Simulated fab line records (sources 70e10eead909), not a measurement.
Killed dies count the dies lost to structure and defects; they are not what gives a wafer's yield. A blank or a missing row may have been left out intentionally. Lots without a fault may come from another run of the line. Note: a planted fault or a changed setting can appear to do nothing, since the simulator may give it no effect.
A struck lot beside a sound one -- flow nand-harc -- 25 steps out of a route of 1159
Sound: the wafers L315.3, L315.4, L315.6. Struck: wafers L329.3, L329.6 (left out: L329.4, a lot-mate that was not struck); the cause follows at the end.
Per side, at each step with rows, come the tool, then ch with its chambers, and then its first start. Under that, the readings that differ: sound wafers -- struck wafers -- difference of the means -- sigmas: that difference in standard deviations of wafers without a fault.
alike: same words and numbers on both sides, and readings whose means sit less than 2 such deviations apart. not compared: any withheld reading, any reading some wafer has no value for, any bound like >300 that may hide the same value, and any number with overlapping values for which the record gives no deviation.
A row with sigmas, a row that says differs or no value, or rows on one side alone: a step with any of these is where the two part. Numbers that have no deviation but don't overlap get no sigmas and don't part them. Lack of a reading on every wafer of one side parts them only where that side has two or more wafers.

first, 1 step without rows for these wafers: NHARC_P_M1_SRD_25.
NHARC_P_M1_INSPECT_27:
  struck on defect-inspect-01, day 10 04:48; sound on defect-inspect-01, day 6 04:43
  alike: raw-defect-count
NHARC_P_M1_PRE_CLEAN_32: time 12 s.
  sound on pecvd-04 ch 0,1,2, day 6 05:04; struck on pecvd-04 ch 0, day 10 04:52
  alike: heater-power-w
NHARC_P_M1_DEP_33: deposits SiCN, target thk 30 nm.
  sound on pecvd-04 ch 0,1,2, day 6 05:08; struck on pecvd-04 ch 0, day 10 04:56
  alike: heater-power-w, showerhead-vpp-V
then, 7 steps without rows for these wafers: NHARC_P_M2_DEP_00 (deposits SiOC, target thk 182.5 nm); NHARC_P_M2_DEHYDRATE_01 (time 120 s); NHARC_P_M2_HMDS_02 (time 30 s); NHARC_P_M2_COAT_34 (time 65 s); NHARC_P_M2_COAT_03 (resist thk 90 nm); NHARC_P_M2_SOFTBAKE_04 (time 55 s); NHARC_P_M2_EBR_05.
NHARC_P_M2_EXPOSE_06: exposes mask P M2, target cd 170 nm.
  sound on arfi-scanner-01 ch 0, day 6 06:16; struck on arfi-scanner-01 ch 0, day 10 06:04
  alike: mask
then, 2 steps without rows for these wafers: NHARC_P_M2_PEB_07 (peb time 65 s); NHARC_P_M2_DEVELOP_08 (develop time 35 s).
NHARC_P_M2_CD_MEAS_09: target cd 170 nm.
  sound on cd-sem-02 ch 0, day 6 06:23; struck on cd-sem-03 ch 0, day 10 06:12
reading,sound,struck,difference,sigmas
cd-nm (nm),169.6 169.4 169.5,178.2 178.0,+8.6,+19
NHARC_P_M2_OVL_MEAS_10: pitch 340 nm.
  struck on overlay-02, day 10 06:17; sound on overlay-02, day 6 06:29
  alike: overlay-x-nm, overlay-y-nm
NHARC_P_M2_INSPECT_11:
  struck on defect-inspect-01, day 10 06:19; sound on defect-inspect-01, day 6 06:31
  alike: raw-defect-count
NHARC_P_M2_DESCUM_14: chemistry O2, time 3 s.
  sound on rie-diel-07 ch 2,3, day 6 06:34; struck on rie-diel-05 ch 0,3, day 10 06:23
reading,sound,struck,difference,sigmas
model.P_M2.cd-nm (nm),170.2 168.8 170.3,178.2 177.8,+8.2,
  alike: drypump-motor-current-A, oes-product-au, rf-vpp-V, showerhead-plenum-p-Torr, throttle-valve-pct
  not compared: rf-hours-counter-h
NHARC_P_M2_ETCH_35: etches the open film in N2/H2, target depth 40 nm, overetch 12 nm, time 43.94 s.
  sound on rie-diel-07 ch 1,2, day 6 06:40; struck on rie-diel-05 ch 1,2, day 10 06:29
  alike: bias-w, drypump-motor-current-A, h2-flow-sccm, oes-product-au, rf-vpp-V, showerhead-plenum-p-Torr, throttle-valve-pct
  not compared: rf-hours-counter-h
NHARC_P_M2_ETCH_15: etches the open film in C4F8/Ar, target depth 182.5 nm, time 91.2 s.
  sound on rie-diel-07 ch 0,1,2; struck on rie-diel-05 ch 0,1
  alike: bias-w, oes-product-au, rf-vpp-V
  not compared: rf-hours-counter-h
NHARC_P_M2_CD_MEAS_16:
  struck on cd-sem-02, day 10 06:41; sound on cd-sem-02, day 6 06:53
reading,sound,struck,difference,sigmas
cd-nm (nm),169.8 168.1 170.4,178.6 178.2,+9.0,+13
NHARC_P_M2_STRIP_18: strips in N2/H2.
  sound on rie-diel-07 ch 1,2,3, day 6 07:01; struck on rie-diel-07 ch 0,1, day 10 06:47
  alike: drypump-motor-current-A, h2-flow-sccm, oes-product-au, power-w, rf-vpp-V, showerhead-plenum-p-Torr, throttle-valve-pct
  not compared: rf-hours-counter-h
NHARC_P_M2_ETCH_28: etches the open film in CF4/N2, target depth 30 nm, time 72.99 s.
  sound on rie-diel-07 ch 0,2,3; struck on rie-diel-07 ch 0,3
reading,sound,struck,difference,sigmas
model.P_M2.cd-nm (nm),169.5 168.2 170.6,178.9 177.8,+8.9,
  alike: bias-w, drypump-motor-current-A, oes-product-au, rf-vpp-V, showerhead-plenum-p-Torr, throttle-valve-pct
  not compared: rf-hours-counter-h
then, 1 step without rows for these wafers: NHARC_P_M2_STRIP_19 (strips in post etch residue remover, time 600 s).
-- record jumps: 13 days between struck wafers' starts before vs after; left off in module P_M2, resumes in module END, first step shown is number 1159 of the route --
NHARC_END_SORT_01:
  sound on prober-02 ch 0, day 20 09:23; struck on prober-01 ch 0, day 23 06:26
reading,sound,struck,difference,sigmas
killed-at-other,0 0 1,2 5,+3,+2
  alike: defect-limited-yield, killed-at-array, killed-at-periphery, killed-dies, killed-open, killed-short, sort_bin_2_pct, sort_bin_3_pct, sort_bin_4_pct, sort-n-pass, sort-rim-yield-pct, sort-yield-pct

== WHERE THEY PART ==
First at NHARC_P_M2_CD_MEAS_09; last, within this record, at NHARC_END_SORT_01.

WHY: whatever the simulator had introduced
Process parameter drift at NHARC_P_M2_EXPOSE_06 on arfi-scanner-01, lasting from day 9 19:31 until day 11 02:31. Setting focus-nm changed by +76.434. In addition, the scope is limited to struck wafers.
